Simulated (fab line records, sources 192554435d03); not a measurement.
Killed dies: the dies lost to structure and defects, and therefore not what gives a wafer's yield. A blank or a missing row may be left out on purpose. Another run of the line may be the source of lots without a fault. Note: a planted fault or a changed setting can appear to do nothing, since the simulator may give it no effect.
fab line records	flow n5-finfet
record: lots: 24	wafers: 72	last-day: 18
route steps=1938 shown SD_EPI_P@305 SD_ACTIVATION@330 ILD0@338 HKMG_FIN@388
lots untouched by any fault: they come from a run of this same line in which no faults occurred
start-h: the number of hours between the record's first day and the start of the first shown wafer of the lot	wait-h: hours from the lot's prior step to this one	" same as the row above	L1.1+2: one row covering several wafers at once	- no value present, or no start provided	* or withheld: withheld	< > ~ a bound
route shown NAME@n: names a module that has steps shown in the file, with the first one's number in the route	usual: mean/standard deviation of fault-free wafers	same: alike in all rows	chamber/n: place in a boat	sites: readings site by site	_std_site: standard deviation of those values	_edge_site: the outer-site mean with the inner-site mean subtracted	radius-mm: for every site, how far away it sits from the centre of the wafer	mask NAME#n: copy n	behind: the tool/chamber that last shaped the wafer	hold: reason for holding the lot/hours on hold/outcome of the hold	device: names the non-switching transistor (n, p or np)	end of line: the tests these same wafers got at the end of their route	a step without rows: its recipe alone	killed: dies lost to structure and defects at the first sort, not the wafer's yield	map: shows each die of a wafer: x if killed, . if not, _ if none is there
set.NAME: the run value of the setting; set.NAME@STEP: its run value at that earlier step	model.NAME: the simulator's own value behind a step, which no gauge read
a sample of lots followed through the steps of the route, with each step as a table and each wafer as a row
services: from which hour (start-h, from the record's first day; less than 0 if before it) a tool's chamber was out of use, for how many hours, and why
== steps ==
step: N5_SD_EPI_P_INSPECT_11
recipe: mode: adi	inspect-instrument: macro
usual: raw-defect-count: 2.1/1.4
lot.wafer	tool	chamber	start-h	wait-h	raw-defect-count
L074.2	defect-inspect-02	-	54.41	0.0	4
L074.3	"	-	"	"	3
L074.4	"	-	"	"	2
L075.1	defect-inspect-01	-	62.43	0.0	2
L075.2	"	-	"	"	2
L075.5	"	-	"	"	3
L076.2	defect-inspect-02	-	70.41	0.0	1
L076.4	"	-	"	"	4
L076.5	"	-	"	"	1
L077.3	defect-inspect-02	-	72.23	0.0	5
L077.5	"	-	"	"	0
L077.6	"	-	"	"	4
L078.1	defect-inspect-02	-	78.83	0.0	2
L078.4	"	-	"	"	1
L078.5	"	-	"	"	1
L079.1	defect-inspect-02	-	82.70	0.0	2
L079.3	"	-	"	"	2
L079.5	"	-	"	"	3
L080.2	defect-inspect-02	-	94.55	0.0	3
L080.5	"	-	"	"	4
L080.6	"	-	"	"	0
L081.1	defect-inspect-01	-	97.17	0.0	2
L081.2	"	-	"	"	4
L081.3	"	-	"	"	2
L082.1	defect-inspect-02	-	104.98	0.1	2
L082.3	"	-	"	"	3
L082.5	"	-	"	"	1
L083.2	defect-inspect-01	-	114.81	0.0	0
L083.5	"	-	"	"	3
L083.6	"	-	"	"	2
L084.1	defect-inspect-02	-	114.97	0.0	5
L084.3	"	-	"	"	4
L084.6	"	-	"	"	3
L085.2	defect-inspect-01	-	122.91	0.0	3
L085.5	"	-	"	"	2
L085.6	"	-	"	"	1
L086.3	defect-inspect-01	-	126.83	0.0	1
L086.4	"	-	"	"	1
L086.5	"	-	"	"	5
L087.1	defect-inspect-01	-	131.73	0.0	1
L087.4	"	-	"	"	2
L087.5	"	-	"	"	4
L088.2	defect-inspect-01	-	135.96	0.0	0
L088.3	"	-	"	"	1
L088.5	"	-	"	"	1
L089.1	defect-inspect-01	-	145.94	0.0	1
L089.2	"	-	"	"	2
L089.4	"	-	"	"	1
L090.1	defect-inspect-01	-	149.65	0.0	0
L090.2	"	-	"	"	2
L090.3	"	-	"	"	1
L091.3	defect-inspect-01	-	156.72	0.0	3
L091.4	"	-	"	"	1
L091.6	"	-	"	"	4
L092.4	defect-inspect-02	-	163.95	0.0	2
L092.5	"	-	"	"	5
L092.6	"	-	"	"	2
L093.1	defect-inspect-01	-	167.73	0.0	3
L093.4	"	-	"	"	0
L093.6	"	-	"	"	1
L094.1	defect-inspect-01	-	174.42	0.0	1
L094.2	"	-	"	"	4
L094.3	"	-	"	"	0
L095.1	defect-inspect-01	-	179.37	0.0	2
L095.2	"	-	"	"	0
L095.3	"	-	"	"	6
L096.1	defect-inspect-01	-	184.31	0.0	3
L096.3	"	-	"	"	0
L096.4	"	-	"	"	2
L097.1	defect-inspect-02	-	191.70	0.0	0
L097.3	"	-	"	"	1
L097.6	"	-	"	"	1
step: N5_SD_EPI_P_ETCH_16
recipe: chemistry: CHF3/O2	target: SiO2	target-depth-a: 50	mask-material: SOC	pressure-mtorr: 30	source-w: 650	bias-w: 170	Ar_flow_sccm: 200	CHF3_flow_sccm: 50	O2_flow_sccm: 5	ion-energy-ev: 200
usual: drypump-motor-current-A: 5.7/0.52	oes_ar_750_au: 0.80/0.078	oes-product-au: 0.80/0.082	rf-vpp-V: 519/5.7	showerhead-plenum-p-Torr: 2.41/0.084	throttle-valve-pct: 18.89/0.21
lot.wafer	tool	chamber	start-h	wait-h	drypump-motor-current-A	oes_ar_750_au	oes-product-au	rf-hours-counter-h	rf-vpp-V	showerhead-plenum-p-Torr	throttle-valve-pct
L074.2	rie-diel-05	0	55.06	0.1	6.3	0.94	0.96	9	525	2.37	19.03
L074.3	"	3	"	"	5.3	0.73	0.74	190	519	2.40	18.79
L074.4	"	0	"	"	6.3	0.94	0.95	-	524	2.37	19.03
L075.1	rie-diel-03	0	63.08	0.1	5.4	0.80	0.80	105	527	2.43	19.00
L075.2	"	2	"	"	6.2	0.90	0.92	27	525	2.45	18.59
L075.5	"	3	"	"	6.1	0.68	0.66	-	514	2.28	19.40
L076.2	rie-diel-05	0	71.06	0.1	6.3	0.92	0.94	16	525	2.37	19.05
L076.4	"	1	"	"	5.3	0.93	0.94	21	521	2.56	18.63
L076.5	"	1	"	"	5.3	0.94	0.94	-	522	2.56	18.62
L077.3	rie-diel-04	0	73.03	0.1	6.3	0.76	0.76	145	522	2.41	18.76
L077.5	"	1	"	"	5.4	0.91	0.92	-	511	2.37	19.16
L077.6	"	2	"	"	4.8	0.76	0.76	-	523	2.51	18.67
L078.1	rie-diel-04	0	79.48	0.1	6.3	0.76	0.76	147	522	2.41	18.77
L078.4	"	1	"	"	5.4	0.91	0.91	20	512	2.37	19.15
L078.5	"	1	"	"	5.3	0.91	0.90	-	511	2.36	19.17
L079.1	rie-diel-04	0	83.35	0.1	6.3	0.75	0.75	147	520	2.41	18.75
L079.3	"	1	"	"	5.4	0.90	0.91	21	510	2.36	19.17
L079.5	"	2	"	"	4.7	0.75	0.75	-	520	2.51	18.69
L080.2	rie-diel-03	2	95.20	0.1	6.2	0.87	0.89	42	525	2.45	18.63
L080.5	"	0	"	"	5.4	0.78	0.79	-	527	2.42	19.03
L080.6	"	2	"	"	6.1	0.87	0.88	-	524	2.45	18.62
L081.1	rie-diel-03	0	97.82	0.1	5.4	0.79	0.78	122	526	2.42	19.03
L081.2	"	2	"	"	6.2	0.88	0.89	43	526	2.45	18.64
L081.3	"	3	"	"	6.1	0.67	0.66	280	514	2.28	19.43
L082.1	rie-diel-04	3	105.63	0.1	6.0	0.76	0.75	143	512	2.31	18.81
L082.3	"	2	"	"	4.8	0.75	0.75	157	523	2.50	18.70
L082.5	"	0	"	"	6.3	0.75	0.75	-	522	2.40	18.77
L083.2	rie-diel-04	0	115.46	0.1	6.3	0.75	0.76	155	522	2.40	18.78
L083.5	"	0	"	"	6.3	0.75	0.76	-	520	2.40	18.78
L083.6	"	1	"	"	5.4	0.89	0.91	-	510	2.36	19.18
L084.1	rie-diel-05	3	115.62	0.1	5.3	0.72	0.71	209	519	2.39	18.81
L084.3	"	2	"	"	5.4	0.88	0.88	47	527	2.54	18.71
L084.6	"	3	"	"	5.3	0.71	0.71	-	519	2.39	18.82
L085.2	rie-diel-04	0	123.56	0.1	6.3	0.75	0.75	159	519	2.40	18.78
L085.5	"	1	"	"	5.4	0.89	0.89	-	512	2.36	19.20
L085.6	"	0	"	"	6.3	0.75	0.75	-	520	2.40	18.79
L086.3	rie-diel-04	1	127.50	0.1	5.3	0.88	0.88	34	511	2.36	19.19
L086.4	"	0	"	"	6.3	0.75	0.75	160	519	2.40	18.80
L086.5	"	2	"	"	4.8	0.75	0.74	-	521	2.50	18.68
L087.1	rie-diel-04	0	132.38	0.1	6.3	0.74	0.75	162	521	2.40	18.79
L087.4	"	2	"	"	4.8	0.74	0.75	166	522	2.50	18.70
L087.5	"	3	"	"	6.0	0.76	0.75	-	512	2.31	18.82
L088.2	rie-diel-04	1	137.08	0.1	5.4	0.88	0.87	37	511	2.36	19.20
L088.3	"	2	"	"	4.7	0.74	0.74	168	522	2.50	18.72
L088.5	"	2	"	"	4.7	0.75	0.74	-	523	2.50	18.71
L089.1	rie-diel-05	0	146.79	0.1	6.3	0.88	0.89	38	525	2.36	19.09
L089.2	"	2	"	"	5.4	0.87	0.89	58	528	2.54	18.71
L089.4	"	1	"	"	5.3	0.89	0.90	45	521	2.55	18.65
L090.1	rie-diel-04	3	150.30	0.1	6.0	0.75	0.74	158	512	2.31	18.84
L090.2	"	1	"	"	5.4	0.87	0.86	41	508	2.36	19.19
L090.3	"	2	"	"	4.8	0.73	0.73	172	522	2.50	18.70
L091.3	rie-diel-04	0	157.37	0.1	6.3	0.74	0.75	168	520	2.40	18.81
L091.4	"	1	"	"	5.4	0.87	0.86	43	511	2.36	19.20
L091.6	"	2	"	"	4.8	0.73	0.73	-	522	2.50	18.70
L092.4	rie-diel-03	3	164.60	0.1	6.1	0.95	0.96	10	523	2.57	18.99
L092.5	"	0	"	"	5.4	0.76	0.76	-	526	2.42	19.07
L092.6	"	1	"	"	6.0	0.74	0.74	-	513	2.30	18.90
L093.1	rie-diel-03	0	168.38	0.1	5.4	0.76	0.76	148	526	2.41	19.08
L093.4	"	3	"	"	6.1	0.95	0.95	-	525	2.57	19.00
L093.6	"	0	"	"	5.4	0.76	0.76	-	526	2.41	19.09
L094.1	rie-diel-04	0	175.07	0.1	6.3	0.73	0.73	174	520	2.40	18.81
L094.2	"	2	"	"	4.7	0.73	0.73	180	521	2.50	18.74
L094.3	"	3	"	"	6.0	0.74	0.74	160	512	2.31	18.83
L095.1	rie-diel-05	2	180.02	0.1	5.4	0.85	0.86	69	527	2.53	18.74
L095.2	"	1	"	"	5.3	0.87	0.88	55	521	2.55	18.67
L095.3	"	0	"	"	6.3	0.86	0.87	48	524	2.35	19.08
L096.1	rie-diel-03	3	184.96	0.1	6.1	0.94	0.94	17	524	2.57	19.00
L096.3	"	1	"	"	6.0	0.73	0.74	191	513	2.30	18.89
L096.4	"	2	"	"	6.2	0.83	0.84	70	523	2.44	18.67
L097.1	rie-diel-03	0	192.35	0.1	5.4	0.75	0.75	155	527	2.41	19.11
L097.3	"	3	"	"	6.1	0.92	0.94	20	523	2.57	19.01
L097.6	"	1	"	"	6.0	0.73	0.72	-	513	2.30	18.92
step: N5_SD_EPI_P_STRIP_40
recipe: chemistry: N2/H2	power-w: 1000	temp-c: 250	h2-frac: 0.65	overash-fraction: 0.3	pressure-mtorr: withheld	n2-flow-sccm: 1750	h2-flow-sccm: 3250
usual: drypump-motor-current-A: 5.9/0.47	heater-power-w: 325/31	oes-product-au: 0.763/0.0098
lot.wafer	tool	chamber	start-h	wait-h	drypump-motor-current-A	heater-power-w	oes-product-au	rf-hours-counter-h
L074.2	plasma-asher-02	1	55.32	0.1	5.3	367	0.770	86
L074.3	"	0	"	"	5.9	322	0.758	-
L074.4	"	1	"	"	5.3	366	0.752	-
L075.1	plasma-asher-01	1	63.30	0.0	5.8	347	0.763	30
L075.2	"	0	"	"	6.6	283	0.743	30
L075.5	"	0	"	"	6.6	275	0.770	-
L076.2	plasma-asher-02	0	71.27	0.0	5.9	318	0.739	89
L076.4	"	0	"	"	5.9	322	0.779	-
L076.5	"	1	"	"	5.3	374	0.760	-
L077.3	plasma-asher-02	0	73.28	0.1	5.9	329	0.754	-
L077.5	"	0	"	"	5.9	336	0.774	-
L077.6	"	1	"	"	5.3	374	0.771	-
L078.1	plasma-asher-01	0	79.69	0.0	6.6	283	0.747	34
L078.4	"	1	"	"	5.8	319	0.761	-
L078.5	"	0	"	"	6.6	284	0.759	-
L079.1	plasma-asher-01	0	83.57	0.0	6.6	279	0.775	34
L079.3	"	0	"	"	6.6	289	0.762	-
L079.5	"	0	"	"	6.6	280	0.771	-
L080.2	plasma-asher-02	1	95.44	0.1	5.3	369	0.773	96
L080.5	"	1	"	"	5.3	363	0.759	-
L080.6	"	0	"	"	5.9	329	0.751	-
L081.1	plasma-asher-01	1	98.04	0.0	5.8	334	0.767	35
L081.2	"	0	"	"	6.6	281	0.758	35
L081.3	"	1	"	"	5.8	330	0.763	-
L082.1	plasma-asher-02	1	105.85	0.0	5.3	363	0.749	98
L082.3	"	0	"	"	5.9	323	0.766	-
L082.5	"	1	"	"	5.3	368	0.747	-
L083.2	plasma-asher-01	1	115.67	0.0	5.8	332	0.767	38
L083.5	"	0	"	"	6.6	277	0.746	-
L083.6	"	1	"	"	5.8	331	0.760	-
L084.1	plasma-asher-01	1	115.84	0.0	5.8	331	0.775	39
L084.3	"	0	"	"	6.6	282	0.756	-
L084.6	"	1	"	"	5.7	338	0.776	-
L085.2	plasma-asher-01	1	123.78	0.0	5.8	328	0.759	40
L085.5	"	0	"	"	6.6	276	0.752	-
L085.6	"	1	"	"	5.8	328	0.753	-
L086.3	plasma-asher-01	0	127.73	0.0	6.6	277	0.762	-
L086.4	"	1	"	"	5.8	329	0.760	-
L086.5	"	1	"	"	5.8	336	0.772	-
L087.1	plasma-asher-02	1	132.59	0.0	5.3	370	0.767	103
L087.4	"	0	"	"	5.9	327	0.766	-
L087.5	"	0	"	"	5.9	322	0.765	-
L088.2	plasma-asher-02	1	137.30	0.0	5.3	363	0.756	104
L088.3	"	0	"	"	5.9	332	0.770	-
L088.5	"	1	"	"	5.3	370	0.761	-
L089.1	plasma-asher-02	0	147.01	0.0	5.9	326	0.754	107
L089.2	"	1	"	"	5.2	365	0.773	107
L089.4	"	0	"	"	5.9	320	0.760	-
L090.1	plasma-asher-02	1	150.52	0.0	5.3	372	0.768	108
L090.2	"	0	"	"	5.9	321	0.767	108
L090.3	"	0	"	"	5.9	327	0.759	-
L091.3	plasma-asher-01	0	157.61	0.0	6.6	285	0.738	-
L091.4	"	1	"	"	5.8	334	0.772	-
L091.6	"	1	"	"	5.8	333	0.761	-
L092.4	plasma-asher-02	1	164.84	0.0	5.3	363	0.777	-
L092.5	"	0	"	"	5.9	327	0.788	-
L092.6	"	1	"	"	5.3	359	0.783	-
L093.1	plasma-asher-01	1	168.60	0.0	5.8	334	0.758	50
L093.4	"	1	"	"	5.8	328	0.766	-
L093.6	"	1	"	"	5.8	332	0.775	-
L094.1	plasma-asher-02	1	175.38	0.1	5.3	362	0.766	112
L094.2	"	0	"	"	5.9	318	0.780	112
L094.3	"	0	"	"	5.9	325	0.760	-
L095.1	plasma-asher-01	0	180.24	0.0	6.6	281	0.767	53
L095.2	"	1	"	"	5.8	329	0.772	53
L095.3	"	0	"	"	6.6	282	0.774	-
L096.1	plasma-asher-01	1	185.17	0.0	5.8	319	0.747	53
L096.3	"	1	"	"	5.8	322	0.784	-
L096.4	"	0	"	"	6.6	268	0.769	-
L097.1	plasma-asher-02	1	192.56	0.0	5.3	359	0.767	116
L097.3	"	1	"	"	5.3	348	0.766	-
L097.6	"	1	"	"	5.3	369	0.766	-
step: N5_SD_ACTIVATION_RTA_00
recipe: temp-c: 975	time-s: 0	ambient: N2	idle-temp-c: 600	ramp-up-c-per-s: 150	ramp-down-c-per-s: 60	cool-to-c: 600
usual: lamp-power-pct: 8.96/0.053	wafer_temp_C_max: 974.9/1.8
lot.wafer	tool	chamber	start-h	wait-h	lamp-power-pct	wafer_temp_C_max
L074.2	rtp-anneal-01	0	58.33	0.1	8.98	972.8
L074.3	"	0	"	"	9.00	974.3
L074.4	"	0	"	"	9.01	979.7
L075.1	rtp-anneal-01	0	67.05	0.0	9.00	974.0
L075.2	"	0	"	"	9.01	974.0
L075.5	"	0	"	"	9.00	976.7
L076.2	rtp-anneal-01	0	74.22	0.1	8.96	974.6
L076.4	"	0	"	"	8.97	974.4
L076.5	"	0	"	"	8.97	975.1
L077.3	rtp-anneal-01	0	76.31	0.2	9.03	974.8
L077.5	"	0	"	"	8.96	977.1
L077.6	"	0	"	"	8.99	973.1
L078.1	rtp-anneal-01	0	82.73	0.2	8.87	976.5
L078.4	"	0	"	"	9.05	974.3
L078.5	"	0	"	"	8.95	975.8
L079.1	rtp-anneal-02	0	86.48	0.0	8.90	972.6
L079.3	"	0	"	"	9.00	975.4
L079.5	"	0	"	"	9.03	973.3
L080.2	rtp-anneal-02	0	100.35	0.1	8.86	974.4
L080.5	"	0	"	"	8.92	977.1
L080.6	"	0	"	"	9.01	975.0
L081.1	rtp-anneal-02	0	101.03	0.0	9.05	974.4
L081.2	"	0	"	"	9.07	974.3
L081.3	"	0	"	"	8.92	975.9
L082.1	rtp-anneal-02	0	108.77	0.0	8.94	976.9
L082.3	"	0	"	"	8.89	977.3
L082.5	"	0	"	"	9.02	975.4
L084.1	rtp-anneal-02	0	118.75	0.0	8.98	973.7
L084.3	"	0	"	"	8.94	974.1
L084.6	"	0	"	"	9.04	973.7
L083.2	rtp-anneal-02	0	119.99	0.2	8.91	975.1
L083.5	"	0	"	"	8.95	972.0
L083.6	"	0	"	"	8.99	974.6
L085.2	rtp-anneal-02	0	126.72	0.1	9.02	980.6
L085.5	"	0	"	"	8.93	974.1
L085.6	"	0	"	"	8.94	976.2
L086.3	rtp-anneal-01	0	130.70	0.1	9.03	973.5
L086.4	"	0	"	"	9.01	977.3
L086.5	"	0	"	"	9.06	973.6
L087.1	rtp-anneal-02	0	136.21	0.1	8.93	976.2
L087.4	"	0	"	"	8.95	972.0
L087.5	"	0	"	"	8.91	974.5
L088.2	rtp-anneal-02	0	140.24	0.1	8.95	975.4
L088.3	"	0	"	"	8.88	973.2
L088.5	"	0	"	"	8.95	977.7
L089.1	rtp-anneal-02	0	150.77	0.0	9.01	975.0
L089.2	"	0	"	"	8.94	971.8
L089.4	"	0	"	"	8.97	975.7
L090.1	rtp-anneal-01	0	153.50	0.1	8.92	974.1
L090.2	"	0	"	"	9.00	976.7
L090.3	"	0	"	"	8.96	975.2
L091.3	rtp-anneal-01	0	160.57	0.1	8.88	973.7
L091.4	"	0	"	"	8.92	975.5
L091.6	"	0	"	"	8.93	977.7
L092.4	rtp-anneal-01	0	168.66	0.1	8.93	977.6
L092.5	"	0	"	"	8.98	973.3
L092.6	"	0	"	"	8.86	975.7
L093.1	rtp-anneal-01	0	171.51	0.0	8.96	973.0
L093.4	"	0	"	"	8.98	973.9
L093.6	"	0	"	"	8.91	976.6
L094.1	rtp-anneal-01	0	178.30	0.0	9.01	974.7
L094.2	"	0	"	"	9.01	973.9
L094.3	"	0	"	"	8.96	975.3
L095.1	rtp-anneal-02	0	184.00	0.0	8.99	972.0
L095.2	"	0	"	"	8.91	973.1
L095.3	"	0	"	"	8.99	976.5
L096.1	rtp-anneal-01	0	189.08	0.2	9.08	972.3
L096.3	"	0	"	"	8.96	973.1
L096.4	"	0	"	"	8.96	972.3
L097.1	rtp-anneal-02	0	197.44	0.0	8.99	977.4
L097.3	"	0	"	"	8.89	976.6
L097.6	"	0	"	"	9.03	978.7
step: N5_ILD0_CMP_03
recipe: stop-on: SiNx	t-overpolish-s: 1.9	post-cmp-clean: alkaline-brush	down-force-psi: 4.1491	platen-rpm: 51.796	pad-velocity-m-s: 1.0306	target-thk-nm: 197.38
usual: motor-current-A: 12.9/1.7	overpolish-run-s: 1.900/0.0088	time-to-endpoint-s: 71.0/2.4
lot.wafer	tool	chamber	start-h	wait-h	motor-current-A	overpolish-run-s	time-to-endpoint-s
L074.4	cmp-01	0	61.43	0.0	14.5	1.898	73.7
L074.3	"	1	"	"	13.5	1.884	74.2
L074.2	"	2	"	"	10.1	1.890	72.5
L075.1	cmp-01	1	70.42	0.0	13.0	1.886	70.7
L075.2	"	3	"	"	16.0	1.903	72.8
L075.5	"	2	"	"	9.8	1.907	74.2
L076.2	cmp-03	1	77.33	0.0	13.1	1.908	68.3
L076.4	"	3	"	"	13.9	1.900	70.6
L076.5	"	1	"	"	12.7	1.903	68.2
L077.3	cmp-01	3	79.86	0.2	15.9	1.886	72.9
L077.6	"	1	"	"	13.1	1.897	72.5
L077.5	"	2	"	"	10.1	1.889	76.6
L078.1	cmp-01	1	86.28	0.0	13.0	1.901	68.4
L078.4	"	0	"	"	14.1	1.915	73.3
L078.5	"	1	"	"	13.0	1.892	71.1
L079.1	cmp-01	1	90.90	0.0	13.8	1.906	71.7
L079.3	"	0	"	"	13.8	1.902	72.1
L079.5	"	1	"	"	13.5	1.898	69.7
L080.2	cmp-01	0	103.65	0.2	14.1	1.911	69.3
L080.6	"	2	"	"	10.2	1.904	70.4
L080.5	"	3	"	"	16.0	1.895	68.9
L081.2	cmp-03	3	104.49	0.0	13.1	1.890	69.7
L081.3	"	0	"	"	11.2	1.886	71.2
L081.1	"	1	"	"	12.9	1.882	71.3
L082.1	cmp-03	3	111.91	0.0	13.5	1.898	70.0
L082.3	"	0	"	"	11.5	1.913	70.5
L082.5	"	3	"	"	12.4	1.910	72.3
L084.3	cmp-01	0	121.95	0.1	14.1	1.896	67.0
L084.1	"	1	"	"	12.7	1.909	67.0
L084.6	"	2	"	"	10.2	1.903	66.9
L083.2	cmp-02	1	123.14	0.1	13.6	1.906	67.4
L083.5	"	0	"	"	11.7	1.906	70.9
L083.6	"	1	"	"	13.9	1.900	64.2
L085.2	cmp-03	1	129.83	0.0	12.6	1.899	71.3
L085.5	"	1	"	"	12.0	1.916	71.1
L085.6	"	2	"	"	14.5	1.905	72.4
L086.3	cmp-02	2	133.95	0.2	14.3	1.903	74.6
L086.4	"	3	"	"	10.8	1.908	70.2
L086.5	"	0	"	"	12.8	1.904	73.4
L087.1	cmp-03	2	139.57	0.0	15.4	1.890	66.0
L087.4	"	3	"	"	13.0	1.898	71.4
L087.5	"	2	"	"	15.1	1.896	70.7
L088.3	cmp-02	0	143.41	0.1	12.2	1.883	72.8
L088.2	"	1	"	"	13.1	1.909	68.4
L088.5	"	3	"	"	11.1	1.902	67.6
L089.2	cmp-02	2	153.91	0.0	13.8	1.897	70.8
L089.1	"	3	"	"	11.4	1.890	69.9
L089.4	"	0	"	"	12.4	1.896	73.0
L090.1	cmp-02	2	156.68	0.0	14.1	1.896	71.9
L090.2	"	0	"	"	12.2	1.894	74.8
L090.3	"	1	"	"	13.5	1.889	72.9
L091.3	cmp-02	3	164.00	0.0	11.1	1.886	71.5
L091.4	"	2	"	"	13.7	1.901	68.5
L091.6	"	3	"	"	10.6	1.888	70.8
L092.4	cmp-01	2	173.59	0.1	10.2	1.897	70.2
L092.6	"	1	"	"	13.6	1.899	68.3
L092.5	"	2	"	"	9.9	1.885	70.5
L093.4	cmp-01	2	175.04	0.1	10.0	1.899	72.2
L093.1	"	3	"	"	16.9	1.913	69.7
L093.6	"	2	"	"	10.2	1.907	71.1
L094.3	cmp-03	2	181.46	0.0	14.8	1.897	74.3
L094.1	"	3	"	"	13.3	1.906	72.8
L094.2	"	0	"	"	11.1	1.875	72.2
L095.3	cmp-02	2	187.19	0.0	13.9	1.895	73.6
L095.1	"	0	"	"	12.4	1.901	73.2
L095.2	"	1	"	"	13.6	1.884	72.8
L096.3	cmp-03	1	192.27	0.1	13.2	1.897	69.9
L096.1	"	2	"	"	14.6	1.901	73.4
L096.4	"	3	"	"	13.3	1.908	72.3
L097.3	cmp-02	1	200.92	0.0	14.1	1.901	72.3
L097.1	"	3	"	"	10.7	1.908	72.9
L097.6	"	1	"	"	13.9	1.901	71.8
step: N5_HKMG_FIN_ALD_74
recipe: material: La2O3	target-thk-a: 5	temp-c: 250	ald-precursor-family: La-Cp	ald-co-reactant: O3	pulse-time-s: 6	co-reactant-pulse-time-s: 1	purge-time-s: 3	co-reactant-purge-time-s: 3
usual: heater-power-w: 340/35	precursor-pulse-height-rel: 0.998/0.02
lot.wafer	tool	chamber	start-h	wait-h	heater-power-w	precursor-pulse-height-rel
L074.2	ald-hk-01	0	71.10	0.2	315	1.012
L074.3	"	1	"	"	281	1.002
L074.4	"	3	"	"	407	0.998
L075.1	ald-hk-03	3	80.92	0.2	314	1.002
L075.2	"	0	"	"	354	1.011
L075.5	"	1	"	"	381	1.000
L076.2	ald-hk-02	3	87.31	0.2	310	1.001
L076.4	"	1	"	"	327	1.029
L076.5	"	2	"	"	380	0.982
L077.3	ald-hk-03	0	89.92	0.1	337	1.016
L077.5	"	3	"	"	326	1.013
L077.6	"	0	"	"	337	0.988
L078.1	ald-hk-02	0	98.18	0.2	309	1.036
L078.4	"	1	"	"	324	1.018
L078.5	"	1	"	"	321	0.949
L079.1	ald-hk-03	2	100.86	0.2	373	0.990
L079.3	"	3	"	"	322	1.005
L079.5	"	3	"	"	314	0.999
L080.2	ald-hk-01	2	112.92	0.2	351	1.001
L080.5	"	3	"	"	414	0.999
L080.6	"	0	"	"	322	1.008
L081.1	ald-hk-02	3	114.47	0.2	319	1.016
L081.2	"	1	"	"	336	1.033
L081.3	"	2	"	"	374	0.985
L082.1	ald-hk-03	1	121.63	0.2	383	1.006
L082.3	"	0	"	"	338	0.999
L082.5	"	3	"	"	313	1.005
L084.1	ald-hk-02	2	131.31	0.2	372	1.020
L084.3	"	0	"	"	299	1.018
L084.6	"	3	"	"	314	1.018
L083.2	ald-hk-01	3	133.24	0.2	407	1.019
L083.5	"	2	"	"	337	1.015
L083.6	"	3	"	"	403	1.055
L085.2	ald-hk-02	1	141.16	0.2	330	1.012
L085.5	"	0	"	"	306	1.005
L085.6	"	3	"	"	320	0.980
L086.3	ald-hk-02	1	143.22	0.1	321	1.000
L086.4	"	3	"	"	325	0.996
L086.5	"	0	"	"	307	1.003
L087.1	ald-hk-03	3	149.66	0.2	317	0.997
L087.4	"	2	"	"	384	0.990
L087.5	"	3	"	"	313	0.963
L088.2	ald-hk-01	2	152.95	0.2	337	0.985
L088.3	"	3	"	"	414	1.043
L088.5	"	3	"	"	397	0.990
L089.1	ald-hk-02	2	164.07	0.2	383	1.006
L089.2	"	1	"	"	321	1.020
L089.4	"	3	"	"	319	0.988
L090.1	ald-hk-03	3	166.17	0.2	315	0.968
L090.2	"	1	"	"	379	1.018
L090.3	"	2	"	"	372	0.987
L091.3	ald-hk-03	0	173.56	0.1	344	1.023
L091.4	"	3	"	"	323	0.983
L091.6	"	3	"	"	312	0.994
L092.4	ald-hk-03	3	183.37	0.1	317	0.969
L092.5	"	3	"	"	312	0.997
L092.6	"	0	"	"	354	1.029
L093.1	ald-hk-01	3	185.03	0.2	405	0.992
L093.4	"	0	"	"	323	0.966
L093.6	"	1	"	"	276	1.012
L094.1	ald-hk-02	0	190.82	0.2	302	0.995
L094.2	"	2	"	"	369	0.995
L094.3	"	1	"	"	337	0.988
L095.1	ald-hk-01	0	198.04	0.2	320	0.982
L095.2	"	3	"	"	416	0.992
L095.3	"	2	"	"	345	0.963
L096.1	ald-hk-02	3	202.14	0.2	315	0.961
L096.3	"	2	"	"	377	1.008
L096.4	"	0	"	"	299	0.978
L097.1	ald-hk-01	0	210.09	0.2	336	0.997
L097.3	"	2	"	"	340	0.995
L097.6	"	2	"	"	338	1.010
== services ==
tool	chamber	start-h	hours	kind
cmp-02	-	31.40	2.8	repair
rtp-anneal-02	-	33.02	0.7	pm
plasma-asher-02	-	38.40	1.0	repair
cmp-03	-	44.09	4.0	pm
rie-diel-05	1	53.03	12.9	repair
rie-diel-03	-	57.84	2.8	pm
rie-diel-03	3	69.26	7.2	repair
cmp-03	-	72.45	0.3	repair
cmp-01	-	84.26	1.0	repair
rie-diel-04	-	86.96	1.0	repair
plasma-asher-01	-	89.33	6.2	repair
rie-diel-05	2	91.74	2.1	repair
cmp-03	-	94.83	0.4	repair
cmp-01	-	115.10	4.0	pm
cmp-02	-	117.19	3.8	repair
ald-hk-03	-	132.21	1.3	repair
cmp-01	-	132.38	17.3	repair
rie-diel-04	3	158.32	14.6	repair
rie-diel-03	2	166.17	6.7	repair
cmp-02	-	172.36	4.9	pm
rie-diel-04	3	193.36	5.3	repair
cmp-02	-	194.36	2.7	repair
cmp-03	-	198.27	1.0	repair
ald-hk-03	-	203.77	14.6	pm
== key ==
fault none
